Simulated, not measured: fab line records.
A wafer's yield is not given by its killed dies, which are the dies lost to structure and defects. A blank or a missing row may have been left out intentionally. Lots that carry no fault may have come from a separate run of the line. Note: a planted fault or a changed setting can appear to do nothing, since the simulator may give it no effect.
Matching of chambers | flow n5Finfet | aldSin-04 running N5_SD_EPI_N_LINER_46: 4 sister chambers
The step material SiNx, target thk 3 nm. 8 wafers are shown with their chamber, then 8 later ones without.

== WAFERS PAIRED WITH THEIR CHAMBERS ==
wafer  | chamber | heaterPowerW (W)
L075.5 | 1       | 857
L077.1 | 2       | 1022
L081.1 | 0       | 829
L081.3 | 2       | 1028
L088.1 | 0       | 808
L088.2 | 3       | 992
L088.5 | 1       | 884
L089.1 | 3       | 969

== WAFERS WHOSE CHAMBER IS MISSING ==
wafer  | heaterPowerW (W)
L089.4 | 867
L089.5 | 989
L090.2 | 1022
L090.3 | 982
L090.5 | 804
L093.3 | 861
L093.5 | 852
L093.6 | 1005

== THE CHAMBER EACH PASSED THROUGH ==
wafer  | from the rows above     | in truth
L089.4 | 1                       | 1
L089.5 | can't be placed: 3 or 2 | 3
L090.2 | 2                       | 2
L090.3 | 3                       | 3
L090.5 | 0                       | 0
L093.3 | 1                       | 1
L093.5 | can't be placed: 1 or 0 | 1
L093.6 | can't be placed: 2 or 3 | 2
Correct placement for 5 of the 8. From these rows, 3 cannot be placed; in 3 the true chamber is one of the candidates. Placed wrongly: 0.
How it was worked out, from the rows above alone: a wafer's distance from a chamber is the root of the sum, over the readings, of the square of ((its reading less the chamber's mean) divided by the reading's scatter). The wafer belongs to the nearest chamber; if the next one is less than 2 further off, it can't be placed. For every chamber, the mean is computed from those of its wafers that are shown. The scatter: the root of (the sum of the squares of (reading less its chamber's mean) over the shown wafers, divided by (wafers less chambers)).
